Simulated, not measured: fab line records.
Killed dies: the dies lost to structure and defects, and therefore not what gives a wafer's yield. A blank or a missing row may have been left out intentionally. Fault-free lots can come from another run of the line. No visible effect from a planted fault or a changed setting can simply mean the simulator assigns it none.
Chamber matching ; flow n5 finfet ; N5_BEOL_M10_DEP_56 on pecvd-01 has 3 sister chambers
The step deposits SiCN from 3MS/NH3, target thk 15 nm, time 26.5 s. 6 wafers are shown with their chamber, then 11 later ones without.

## EACH WAFER AND ITS CHAMBER
wafer;chamber;throttle valve pct (%);showerhead plenum p Torr (Torr)
L082.1;2;9.2;3.674
L082.6;1;8.2;3.660
L088.1;1;8.3;3.662
L088.3;0;8.7;3.659
L088.6;2;8.9;3.665
L091.4;0;9.0;3.666

## WAFERS WITH NO CHAMBER GIVEN
wafer;throttle valve pct (%);showerhead plenum p Torr (Torr)
L091.5;8.4;3.661
L091.6;9.2;3.666
L093.3;8.6;3.664
L093.5;8.5;3.667
L093.6;9.3;3.665
L097.1;9.0;3.661
L097.2;9.6;3.655
L097.6;8.4;3.667
L096.3;9.1;3.662
L096.5;8.8;3.666
L096.6;8.3;3.667

## WHICH CHAMBER EACH ONE RAN IN
wafer;from the rows above;in truth
L091.5;can't be placed: 1 or 0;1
L091.6;can't be placed: 2 or 0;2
L093.3;can't be placed: 0 or 1 or 2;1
L093.5;can't be placed: 1 or 0 or 2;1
L093.6;can't be placed: 2 or 0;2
L097.1;can't be placed: 0 or 2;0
L097.2;can't be placed: 2 or 0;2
L097.6;can't be placed: 1 or 0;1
L096.3;can't be placed: 0 or 2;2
L096.5;can't be placed: 0 or 2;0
L096.6;can't be placed: 1 or 0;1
Correctly placed: 0 of 11. Not placeable from these rows: 11 (in 11, the candidates include the true chamber). Wrongly placed: 0.
How it was worked out, from the rows above alone: a wafer's distance from a chamber is the root of the sum, over the readings, of the square of ((its reading less the chamber's mean) divided by the reading's scatter). The wafer belongs to the nearest chamber; if the next one is less than 2 further off, it can't be placed. For every chamber, the mean is computed from those of its wafers that are shown. How the scatter is found: for the shown wafers, subtract from each reading the mean of its chamber, square and add these, divide the total by (wafers less chambers), then take the root.
